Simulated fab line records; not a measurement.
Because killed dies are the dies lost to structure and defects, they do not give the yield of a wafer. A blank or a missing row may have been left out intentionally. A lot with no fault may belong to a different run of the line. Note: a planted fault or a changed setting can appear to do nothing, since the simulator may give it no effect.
fab line records	flow n5_finfet
record lots=7	wafers=39
route steps=1938 shown DUMMY_GATE@234 GATE_CUT@490 MOL_CONTACT_COAG@586 BEOL_M2@841 BEOL_M7@1263
start_h: the number of hours between the record's first day and the start of the first shown wafer of the lot	wait_h: hours from the lot's prior step to this one	" repeats the value in the row above	L1.1+2: several wafers, shown together as one row	- no value, or no start was given	* or withheld: withheld	< > ~ a bound
route shown NAME@n: NAME is a module with steps in the file, n the number in the route of the first one	usual: mean/standard deviation taken from wafers without a fault	same: alike in all rows	chamber/n: place in a boat	sites: each site's reading	_std_site: the standard deviation of these	_edge_site: outer sites' mean less inner sites'	radius_mm: how far each site lies from the wafer's centre	mask NAME#n: copy n	behind: tool/chamber where the wafer was last shaped	hold: the reason the lot was held/the length of the hold in hours/how it ended	device: the transistor (n, p or np) that didn't switch	end of line: tests run on the same wafers once the route is complete	a step without rows: its recipe alone	killed: the dies lost at the first sort to structure and to defects; this is not the yield of the wafer	map: the dies of a wafer, with x for killed, . for not killed, _ for no die there
set.NAME: the setting the step ran with; set.NAME@STEP: the setting that earlier step ran with	model.NAME: the simulator's own value behind a step, which no gauge read
lots with deliberately changed settings; one table per step, one row per wafer
## steps
# step N5_DUMMY_GATE_DESCUM_20
# recipe chemistry=O2	time_s=6.2	source_power_w=50	bias_power_w=20	pressure_mtorr=20	rf_frequency_hz=2.712e+07	temp_c=40	resist=CAR-EUV	o2_flow_sccm=225
lot.wafer	tool	chamber	start_h	wait_h	set.time_s	model.CAR-EUV_of_DUMMY_GATE_COAT_09.thk_nm
L074.1+5+6	rie_diel-05	0,2,1	49.01	0.0	6.2	26.4
L074.2+3+4	"	3,1,2	"	"	7.975	25.6
L078.1+3+6	rie_diel-05	1,0,2	70.04	0.1	4.005	27.6
L078.2	"	2	"	"	6.2	26.6
L078.4+5	"	3	"	"	6.2	26.4
L081.1+2	rie_diel-05	2,3	91.61	0.9	9.68	24.8
L081.3	"	0	"	"	9.68	24.6
L081.4+5+6	"	1,2,3	"	"	6.2	26.4
L083.1+2+3+5	rie_diel-01	3,0,2,2	99.85	0.0	6.2	26.6
L083.4+6	"	1,3	"	"	6.2	26.4
L087.1+2+3	rie_diel-05	0,2,1	132.07	0.6	6.2	26.6
L087.4+5+6	"	3,1,0	"	"	4.526	27.4
L088.1+4+5	rie_diel-05	2,1,2	133.64	0.6	6.2	26.6
L093.1+3+6	rie_diel-06	2,1,2	160.37	0.1	3.65	27.8
L093.2	"	0	"	"	6.2	26.6
L093.4+5	"	3	"	"	6.2	26.4
# step N5_DUMMY_GATE_ETCH_29
# recipe chemistry=N2/H2	target=underlayer	target_depth_a=130	ion_energy_ev=200	pressure_mtorr=30	source_w=840	bias_w=150	n2_flow_sccm=200	h2_flow_sccm=200
lot.wafer	tool	chamber	start_h	wait_h	set.time_s@DUMMY_GATE_DESCUM_20	model.CAR-EUV_of_DUMMY_GATE_COAT_09.thk_nm
L074.1	rie_diel-05	0	49.07	0.0	6.2	18.8
L074.2+3+4	"	3,1,2	"	"	7.975	18.2
L074.5	"	2	"	"	6.2	19
L074.6	"	1	"	"	6.2	19.2
L078.1+3	rie_diel-05	1,0	70.10	0.0	4.005	20
L078.2+4	"	2,3	"	"	6.2	19
L078.5	"	3	"	"	6.2	19.2
L078.6	"	2	"	"	4.005	20.2
L081.1+2	rie_diel-05	2,3	91.68	0.0	9.68	17.4
L081.3	"	0	"	"	9.68	17
L081.4+5	"	1,2	"	"	6.2	19
L081.6	"	3	"	"	6.2	19.2
L083.1+6	rie_diel-01	3	99.92	0.0	6.2	18.8
L083.2+3+5	"	0,2,2	"	"	6.2	19
L083.4	"	1	"	"	6.2	18.6
L087.1+3	rie_diel-05	0,1	132.13	0.0	6.2	19
L087.2	"	2	"	"	6.2	19.2
L087.4	"	3	"	"	4.526	19.8
L087.5	"	1	"	"	4.526	20
L087.6	"	0	"	"	4.526	19.6
L088.1+5	rie_diel-05	2	133.70	0.0	6.2	19.4
L088.4	"	1	"	"	6.2	19.2
L093.1	rie_diel-06	2	160.44	0.0	3.65	20.2
L093.2	"	0	"	"	6.2	19
L093.3	"	1	"	"	3.65	20.6
L093.4	"	3	"	"	6.2	18.6
L093.5	"	3	"	"	6.2	18.8
L093.6	"	2	"	"	3.65	20
# step N5_DUMMY_GATE_ETCH_36
# recipe chemistry=CF4	target=SiARC	target_depth_a=130	pressure_mtorr=40	source_w=545	bias_w=36	Ar_flow_sccm=100	cf4_flow_sccm=100	ion_energy_ev=80
lot.wafer	tool	chamber	start_h	wait_h	set.time_s@DUMMY_GATE_DESCUM_20	model.CAR-EUV_of_DUMMY_GATE_COAT_09.thk_nm
L074.1	rie_diel-05	0	49.11	0.0	6.2	11
L074.2+3	"	3,1	"	"	7.975	10.8
L074.4	"	2	"	"	7.975	10.6
L074.5+6	"	2,1	"	"	6.2	11.6
L078.1	rie_diel-05	1	70.14	0.0	4.005	12.6
L078.2+4	"	2,3	"	"	6.2	11.6
L078.3	"	0	"	"	4.005	12.2
L078.5	"	3	"	"	6.2	11.8
L078.6	"	2	"	"	4.005	12.8
L081.1+2	rie_diel-05	2,3	91.72	0.0	9.68	10
L081.3	"	0	"	"	9.68	9.4
L081.4+5	"	1,2	"	"	6.2	11.6
L081.6	"	3	"	"	6.2	11.8
L083.1	rie_diel-01	3	99.96	0.0	6.2	11.2
L083.2+5	"	0,2	"	"	6.2	11.6
L083.3	"	2	"	"	6.2	11.4
L083.4	"	1	"	"	6.2	10.8
L083.6	"	3	"	"	6.2	11
L087.1	rie_diel-05	0	132.17	0.0	6.2	11.2
L087.2	"	2	"	"	6.2	11.8
L087.3	"	1	"	"	6.2	11.6
L087.4	"	3	"	"	4.526	12.2
L087.5	"	1	"	"	4.526	12.4
L087.6	"	0	"	"	4.526	12
L088.1+4+5	rie_diel-05	2,1,2	133.74	0.0	6.2	11.8
L093.1+6	rie_diel-06	2	160.48	0.0	3.65	12.4
L093.2	"	0	"	"	6.2	11.2
L093.3	"	1	"	"	3.65	13.2
L093.4+5	"	3	"	"	6.2	10.8
# step N5_GATE_CUT_DESCUM_18
# recipe chemistry=O2	time_s=7	source_power_w=50	bias_power_w=20	pressure_mtorr=20	rf_frequency_hz=2.712e+07	temp_c=40	resist=CAR-EUV	o2_flow_sccm=225
lot.wafer	tool	chamber	start_h	wait_h	set.time_s	model.CAR-EUV_of_GATE_CUT_COAT_07.thk_nm
L074.1+2+4	rie_diel-05	3,1,0	88.21	0.0	7	26
L074.3+5+6	"	2,1,0	"	"	4.812	27
L078.1+2	rie_diel-05	0,1	108.94	0.1	7	26
L078.3	"	2	"	"	8.357	25.6
L078.4+6	"	1,0	"	"	8.357	25.4
L078.5	"	2	"	"	7	26.2
L081.1+5	rie_diel-05	3,0	131.70	0.5	4.147	27.6
L081.2+6	"	0,3	"	"	7	26
L081.3	"	2	"	"	7	26.2
L081.4	"	1	"	"	4.147	27.4
L083.1+2	rie_diel-05	2,3	136.55	0.0	4.411	27.4
L083.3	"	1	"	"	4.411	27.2
L083.4+5+6	"	0,0,3	"	"	7	26
L087.1+4+6	rie_diel-05	0,3,0	169.03	0.1	8.091	25.4
L087.2+3+5	"	1,3,1	"	"	7	26
L088.1+5	rie_diel-05	1,0	172.96	0.0	7	26
L088.4	"	1	"	"	7	25.8
L093.1+2+5	rie_diel-05	2,1,1	202.23	0.4	10.74	24
L093.3+6	"	3,0	"	"	7	26
L093.4	"	0	"	"	7	25.8
# step N5_GATE_CUT_ETCH_28
# recipe chemistry=N2/H2	target=underlayer	target_depth_a=130	mask_material=CAR-EUV	time_s=10.4	ion_energy_ev=200	pressure_mtorr=30	source_w=840	bias_w=150	n2_flow_sccm=200	h2_flow_sccm=200	ends=cleared
# step N5_GATE_CUT_ETCH_36
# recipe chemistry=CF4	target=SiARC	target_depth_a=130	mask_material=CAR-EUV	time_s=21.7	ion_energy_ev=80	pressure_mtorr=40	source_w=545	bias_w=36	Ar_flow_sccm=100	cf4_flow_sccm=100	ends=cleared
lot.wafer	tool	chamber	start_h	wait_h	set.time_s@GATE_CUT_DESCUM_18	model.CAR-EUV_of_GATE_CUT_COAT_07.thk_nm	model.GATE_CUT.cd_nm
L074.1+2+4	rie_diel-05	3,1,0	88.26	0.0	7	6.8	20.2
L074.3	"	2	"	"	4.812	7.8	19.8
L074.5	"	1	"	"	4.812	7.8	20
L074.6	"	0	"	"	4.812	8	19.8
L078.1+5	rie_diel-05	0,2	108.99	0.0	7	7	20.2
L078.2	"	1	"	"	7	6.8	20.2
L078.3	"	2	"	"	8.357	6.4	20.2
L078.4	"	1	"	"	8.357	6.2	20.4
L078.6	"	0	"	"	8.357	6.4	20.4
L081.1	rie_diel-05	3	131.75	0.0	4.147	8.4	20
L081.2+3	"	0,2	"	"	7	7	20.2
L081.4	"	1	"	"	4.147	8.2	19.6
L081.5	"	0	"	"	4.147	8.4	19.8
L081.6	"	3	"	"	7	6.8	20
L083.1+2	rie_diel-05	2,3	136.60	0.0	4.411	8.2	20
L083.3	"	1	"	"	4.411	8	20.2
L083.4	"	0	"	"	7	7	20.6
L083.5+6	"	0,3	"	"	7	7	20.4
L087.1	rie_diel-05	0	169.09	0.0	8.091	6.4	19.8
L087.2+5	"	1	"	"	7	6.8	19.8
L087.3	"	3	"	"	7	7	20
L087.4	"	3	"	"	8.091	6.4	20
L087.6	"	0	"	"	8.091	6.6	20
L088.1+4	rie_diel-05	1	173.02	0.0	7	6.8	19.8
L088.5	"	0	"	"	7	7	20
L093.1+2	rie_diel-05	2,1	202.29	0.0	10.74	5	20.6
L093.3	"	3	"	"	7	6.8	20.2
L093.4	"	0	"	"	7	7	20.2
L093.5	"	1	"	"	10.74	4.8	20.6
L093.6	"	0	"	"	7	7	20
# step N5_MOL_CONTACT_COAG_VIA_ETCH_46
# recipe chemistry=C4F6/O2	target_depth_a=460	overetch_a=92	mask_material=SOC	target=SiO2	bias_w=455	pressure_mtorr=10	time_s=40	source_w=325	Ar_flow_sccm=300	C4F6_flow_sccm=10	O2_flow_sccm=10	ion_energy_ev=575.3	ends=end_point
lot.wafer	tool	chamber	start_h	wait_h	set.target_depth_a	model.SOC_of_MOL_CONTACT_COAG_COAT_75.thk_nm
L074.1	rie_diel-04	2	103.96	0.0	654.8	48.6
L074.2	"	3	"	"	460	50.4
L074.3	"	3	"	"	654.8	48.2
L074.4	"	2	"	"	460	50.8
L074.5	"	2	"	"	654.8	48.4
L074.6	"	3	"	"	460	50.6
L078.1+2+3+4+6	rie_diel-03	0,3,2,1,3	122.70	0.0	460	50.8
L078.5	"	2	"	"	460	51
L081.1+3	rie_diel-02	1,0	149.57	0.0	460	50.8
L081.2	"	2	"	"	460	50.4
L081.4+5	"	3	"	"	460	51
L081.6	"	2	"	"	460	50.6
L083.1	rie_diel-02	1	153.58	0.0	460	50.6
L083.2	"	2	"	"	325.7	52
L083.3	"	0	"	"	460	50.4
L083.4	"	3	"	"	325.7	52.6
L083.5	"	3	"	"	325.7	52.4
L083.6	"	2	"	"	460	50
L087.1+6	rie_diel-02	0	184.62	0.0	460	51
L087.2+4	"	1	"	"	460	50.8
L087.3	"	2	"	"	460	50.4
L087.5	"	2	"	"	460	50.2
L088.1	rie_diel-02	0	187.31	0.0	460	51
L088.4	"	1	"	"	460	50.8
L088.5	"	2	"	"	460	50.4
L093.1+3+4	rie_diel-04	2,1,3	215.86	0.0	556.1	49.2
L093.2+5+6	"	0,2,1	"	"	460	50.4
# step N5_BEOL_M2_ILD_DEP_00
# recipe material=SiOC	target_thk_a=790	temp_c=350	precursor=DEMS/O2	pressure_torr=5	rf_w=500	time_s=15.3
lot.wafer	tool	chamber	start_h	wait_h	set.time_s	model.SiOC_of_BEOL_M2_ILD_DEP_00.thk_nm
L074.1	pecvd-02	1	135.80	0.0	15.3	78.8
L074.2	"	0	"	"	15.3	77.8
L074.3	"	2	"	"	15.3	79.4
L074.4	"	2	"	"	9.228	48.4
L074.5	"	1	"	"	9.228	48.8
L074.6	"	0	"	"	9.228	48.2
L078.1	pecvd-02	2	156.59	0.0	21.35	108.4
L078.2	"	0	"	"	15.3	78.8
L078.3	"	1	"	"	15.3	79.6
L078.4	"	1	"	"	21.35	111
L078.5	"	2	"	"	21.35	110.8
L078.6	"	0	"	"	15.3	80
L081.1	pecvd-02	2	179.47	0.0	6.349	31.6
L081.2	"	1	"	"	15.3	78.4
L081.3	"	0	"	"	15.3	77.6
L081.4	"	0	"	"	15.3	80
L081.5	"	2	"	"	6.349	31.8
L081.6	"	1	"	"	6.349	33.4
L083.1	pecvd-02	2	179.70	0.0	15.3	78.2
L083.2	"	0	"	"	15.3	77.8
L083.3	"	1	"	"	15.3	78.6
L083.4	"	2	"	"	15.3	79.4
L083.5	"	0	"	"	15.3	79.2
L083.6	"	1	"	"	15.3	80.4
L088.1	pecvd-04	1	254.14	0.0	15.3	78.6
L088.4	"	2	"	"	15.3	79.8
L088.5	"	0	"	"	15.3	79.6
L087.1	pecvd-02	1	261.16	0.0	15.3	78.2
L087.2	"	2	"	"	8.619	43
L087.3	"	0	"	"	15.3	76
L087.4	"	2	"	"	8.619	43.2
L087.5	"	1	"	"	8.619	45
L087.6	"	0	"	"	15.3	77.8
L093.1	pecvd-03	0	263.72	0.0	15.3	79.4
L093.2+6	"	1,2	"	"	15.3	79.8
L093.3	"	2	"	"	15.3	78.2
L093.4	"	1	"	"	15.3	80.8
L093.5	"	0	"	"	15.3	79.6
# step N5_BEOL_M2_THK_MEAS_01
# recipe reads=SiOC_of_BEOL_M2_ILD_DEP_00
# usual M2_ILD_THK=78.8/1.1
lot.wafer	tool	chamber	start_h	wait_h	set.time_s@BEOL_M2_ILD_DEP_00	M2_ILD_THK[nm]
L074.1	film_metro-01	-	135.87	0.0	15.3	78.7
L074.2	"	-	"	"	15.3	77.9
L074.3	"	-	"	"	15.3	79.4
L074.4	"	-	"	"	9.228	48.4
L074.5	"	-	"	"	9.228	48.8
L074.6	"	-	"	"	9.228	48.1
L078.1	film_metro-02	-	156.66	0.0	21.35	108.4
L078.2	"	-	"	"	15.3	78.8
L078.3	"	-	"	"	15.3	79.5
L078.4	"	-	"	"	21.35	111.1
L078.5	"	-	"	"	21.35	110.7
L078.6	"	-	"	"	15.3	79.9
L081.1	film_metro-02	-	179.54	0.0	6.349	31.6
L081.2	"	-	"	"	15.3	78.4
L081.3	"	-	"	"	15.3	77.6
L081.4	"	-	"	"	15.3	80.0
L081.5	"	-	"	"	6.349	31.8
L081.6	"	-	"	"	6.349	33.3
L083.1	film_metro-01	-	179.77	0.0	15.3	78.2
L083.2	"	-	"	"	15.3	77.7
L083.3	"	-	"	"	15.3	78.6
L083.4	"	-	"	"	15.3	79.4
L083.5	"	-	"	"	15.3	79.3
L083.6	"	-	"	"	15.3	80.4
L088.1	film_metro-02	-	254.21	0.0	15.3	78.7
L088.4	"	-	"	"	15.3	79.9
L088.5	"	-	"	"	15.3	79.8
L087.1	film_metro-01	-	261.22	0.0	15.3	78.3
L087.2	"	-	"	"	8.619	43.0
L087.3	"	-	"	"	15.3	76.0
L087.4	"	-	"	"	8.619	43.1
L087.5	"	-	"	"	8.619	45.1
L087.6	"	-	"	"	15.3	77.7
L093.1	film_metro-02	-	263.79	0.0	15.3	79.3
L093.2	"	-	"	"	15.3	79.8
L093.3	"	-	"	"	15.3	78.2
L093.4	"	-	"	"	15.3	80.9
L093.5	"	-	"	"	15.3	79.7
L093.6	"	-	"	"	15.3	79.8
# step N5_BEOL_M7_ILD_DEP_00
# recipe material=SiCOH_lowk	target_thk_a=1797.5	temp_c=300	precursor=DEMS/porogen	pressure_torr=5	rf_w=500	time_s=33.4
lot.wafer	tool	chamber	start_h	wait_h	set.time_s	model.SiCOH_lowk_of_BEOL_M7_ILD_DEP_00.thk_nm
L074.1	pecvd-01	0	186.08	0.0	33.4	176.8
L074.2	"	2	"	"	33.4	178
L074.3	"	1	"	"	14.21	77.4
L074.4+6	"	2,1	"	"	14.21	79.6
L074.5	"	0	"	"	33.4	180.4
L078.1	pecvd-04	0	206.06	0.0	46.04	241.6
L078.2	"	1	"	"	33.4	179.4
L078.3	"	1	"	"	33.4	181.6
L078.4	"	0	"	"	33.4	177.6
L078.5	"	1	"	"	46.04	247
L078.6	"	0	"	"	46.04	245
L081.1	pecvd-03	0	222.48	0.0	24.82	136.8
L081.2	"	2	"	"	24.82	132.4
L081.3	"	1	"	"	33.4	181.6
L081.4	"	2	"	"	33.4	180.8
L081.5	"	0	"	"	24.82	140
L081.6	"	1	"	"	33.4	182.6
L083.1	pecvd-03	2	224.49	0.0	33.4	175.2
L083.2+5	"	0	"	"	33.4	180.6
L083.3	"	1	"	"	33.4	179.8
L083.4	"	2	"	"	33.4	178.8
L083.6	"	1	"	"	33.4	182.4
L088.1	pecvd-01	0	305.01	0.0	33.4	178.6
L088.4	"	1	"	"	33.4	183.2
L088.5	"	0	"	"	33.4	177
L087.1	pecvd-04	0	342.27	0.0	33.4	177.2
L087.2	"	2	"	"	33.4	178
L087.3	"	1	"	"	33.4	179.8
L087.4	"	0	"	"	33.4	179.4
L087.5	"	1	"	"	33.4	182.6
L087.6	"	2	"	"	33.4	180.8
L093.1	pecvd-04	0	345.27	0.0	33.4	178
L093.2	"	2	"	"	43.27	228.6
L093.3	"	1	"	"	43.27	233.2
L093.4	"	2	"	"	33.4	182.2
L093.5	"	0	"	"	33.4	179.4
L093.6	"	1	"	"	43.27	236.2
# step N5_BEOL_M7_CURE_74
# recipe temp_c=385	time_s=240	ambient=He/Ar	material=SiCOH_lowk
lot.wafer	tool	chamber	start_h	wait_h	set.time_s@BEOL_M7_ILD_DEP_00	model.SiCOH_lowk_of_BEOL_M7_ILD_DEP_00.thk_nm
L074.1	uv_cure-01	1	186.15	0.0	33.4	152.4
L074.2	"	1	"	"	33.4	153.6
L074.3	"	1	"	"	14.21	66.4
L074.4+6	"	1	"	"	14.21	68.2
L074.5	"	1	"	"	33.4	155.4
L078.1	uv_cure-02	1	206.14	0.1	46.04	209.2
L078.2	"	1	"	"	33.4	154.8
L078.3	"	1	"	"	33.4	156.6
L078.4	"	1	"	"	33.4	153.2
L078.5	"	1	"	"	46.04	213.8
L078.6	"	1	"	"	46.04	212
L081.1	uv_cure-03	2	222.55	0.0	24.82	117.6
L081.2	"	2	"	"	24.82	113.8
L081.3	"	2	"	"	33.4	156.6
L081.4	"	2	"	"	33.4	156
L081.5	"	2	"	"	24.82	120.4
L081.6	"	2	"	"	33.4	157.4
L083.1	uv_cure-01	1	224.56	0.0	33.4	151
L083.2+5	"	1	"	"	33.4	155.8
L083.3	"	1	"	"	33.4	155
L083.4	"	1	"	"	33.4	154.2
L083.6	"	1	"	"	33.4	157.2
L088.1	uv_cure-02	0	305.08	0.0	33.4	154
L088.4	"	0	"	"	33.4	158
L088.5	"	0	"	"	33.4	152.6
L087.1	uv_cure-01	2	342.33	0.0	33.4	152.8
L087.2	"	2	"	"	33.4	153.4
L087.3	"	2	"	"	33.4	155
L087.4	"	2	"	"	33.4	154.8
L087.5	"	2	"	"	33.4	157.6
L087.6	"	2	"	"	33.4	156
L093.1	uv_cure-02	0	345.33	0.0	33.4	153.4
L093.2	"	0	"	"	43.27	197.6
L093.3	"	0	"	"	43.27	201.8
L093.4	"	0	"	"	33.4	157.2
L093.5	"	0	"	"	33.4	154.6
L093.6	"	0	"	"	43.27	204.4
# step N5_BEOL_M7_THK_MEAS_01
# recipe reads=SiCOH_lowk_of_BEOL_M7_ILD_DEP_00
# usual M7_ILD_THK=155.0/2.2
lot.wafer	tool	chamber	start_h	wait_h	set.time_s@BEOL_M7_ILD_DEP_00	M7_ILD_THK[nm]
L074.1	film_metro-02	-	186.66	0.4	33.4	152.4
L074.2	"	-	"	"	33.4	153.5
L074.3	"	-	"	"	14.21	66.3
L074.4	"	-	"	"	14.21	68.3
L074.5	"	-	"	"	33.4	155.4
L074.6	"	-	"	"	14.21	68.2
L078.1	film_metro-02	-	206.66	0.4	46.04	209.2
L078.2	"	-	"	"	33.4	154.7
L078.3	"	-	"	"	33.4	156.7
L078.4	"	-	"	"	33.4	153.2
L078.5	"	-	"	"	46.04	213.8
L078.6	"	-	"	"	46.04	212.1
L081.1	film_metro-02	-	223.06	0.4	24.82	117.7
L081.2	"	-	"	"	24.82	113.8
L081.3	"	-	"	"	33.4	156.6
L081.4	"	-	"	"	33.4	155.9
L081.5	"	-	"	"	24.82	120.5
L081.6	"	-	"	"	33.4	157.4
L083.1	film_metro-02	-	225.07	0.4	33.4	150.9
L083.2	"	-	"	"	33.4	155.9
L083.3	"	-	"	"	33.4	155.0
L083.4	"	-	"	"	33.4	154.1
L083.5	"	-	"	"	33.4	156.0
L083.6	"	-	"	"	33.4	157.3
L088.1	film_metro-01	-	305.59	0.4	33.4	154.1
L088.4	"	-	"	"	33.4	158.0
L088.5	"	-	"	"	33.4	152.6
L087.1	film_metro-01	-	342.85	0.4	33.4	152.8
L087.2	"	-	"	"	33.4	153.3
L087.3	"	-	"	"	33.4	155.1
L087.4	"	-	"	"	33.4	154.9
L087.5	"	-	"	"	33.4	157.6
L087.6	"	-	"	"	33.4	155.9
L093.1	film_metro-02	-	345.84	0.4	33.4	153.4
L093.2	"	-	"	"	43.27	197.8
L093.3	"	-	"	"	43.27	201.8
L093.4	"	-	"	"	33.4	157.2
L093.5	"	-	"	"	33.4	154.8
L093.6	"	-	"	"	43.27	204.3
## key
split step=N5_DUMMY_GATE_DESCUM_20	setting=time_s	stated=6.2	by=wafer
response step=N5_DUMMY_GATE_DESCUM_20	reading=model.CAR-EUV_of_DUMMY_GATE_COAT_09.thk_nm	change=-0.0305	per=1%	r=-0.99
response step=N5_DUMMY_GATE_ETCH_29	reading=model.CAR-EUV_of_DUMMY_GATE_COAT_09.thk_nm	change=-0.0313	per=1%	r=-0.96
response step=N5_DUMMY_GATE_ETCH_36	reading=model.CAR-EUV_of_DUMMY_GATE_COAT_09.thk_nm	change=-0.0319	per=1%	r=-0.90
split step=N5_GATE_CUT_DESCUM_18	setting=time_s	stated=7	by=wafer
response step=N5_GATE_CUT_DESCUM_18	reading=model.CAR-EUV_of_GATE_CUT_COAT_07.thk_nm	change=-0.0354	per=1%	r=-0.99
response step=N5_GATE_CUT_ETCH_36	reading=model.CAR-EUV_of_GATE_CUT_COAT_07.thk_nm	change=-0.0344	per=1%	r=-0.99
response step=N5_GATE_CUT_ETCH_36	reading=model.GATE_CUT.cd_nm	change=+0.00901	per=1%	r=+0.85
split step=N5_MOL_CONTACT_COAG_VIA_ETCH_46	setting=target_depth_a	stated=460	by=wafer
response step=N5_MOL_CONTACT_COAG_VIA_ETCH_46	reading=model.SOC_of_MOL_CONTACT_COAG_COAT_75.thk_nm	change=-0.0573	per=1%	r=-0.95
split step=N5_BEOL_M2_ILD_DEP_00	setting=time_s	stated=15.3	by=wafer
response step=N5_BEOL_M2_ILD_DEP_00	reading=model.SiOC_of_BEOL_M2_ILD_DEP_00.thk_nm	change=+0.778	per=1%	r=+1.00
response step=N5_BEOL_M2_THK_MEAS_01	reading=M2_ILD_THK	change=+0.779	per=1%	r=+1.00
split step=N5_BEOL_M7_ILD_DEP_00	setting=time_s	stated=33.4	by=wafer
response step=N5_BEOL_M7_ILD_DEP_00	reading=model.SiCOH_lowk_of_BEOL_M7_ILD_DEP_00.thk_nm	change=+1.74	per=1%	r=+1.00
response step=N5_BEOL_M7_CURE_74	reading=model.SiCOH_lowk_of_BEOL_M7_ILD_DEP_00.thk_nm	change=+1.51	per=1%	r=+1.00
response step=N5_BEOL_M7_THK_MEAS_01	reading=M7_ILD_THK	change=+1.51	per=1%	r=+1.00
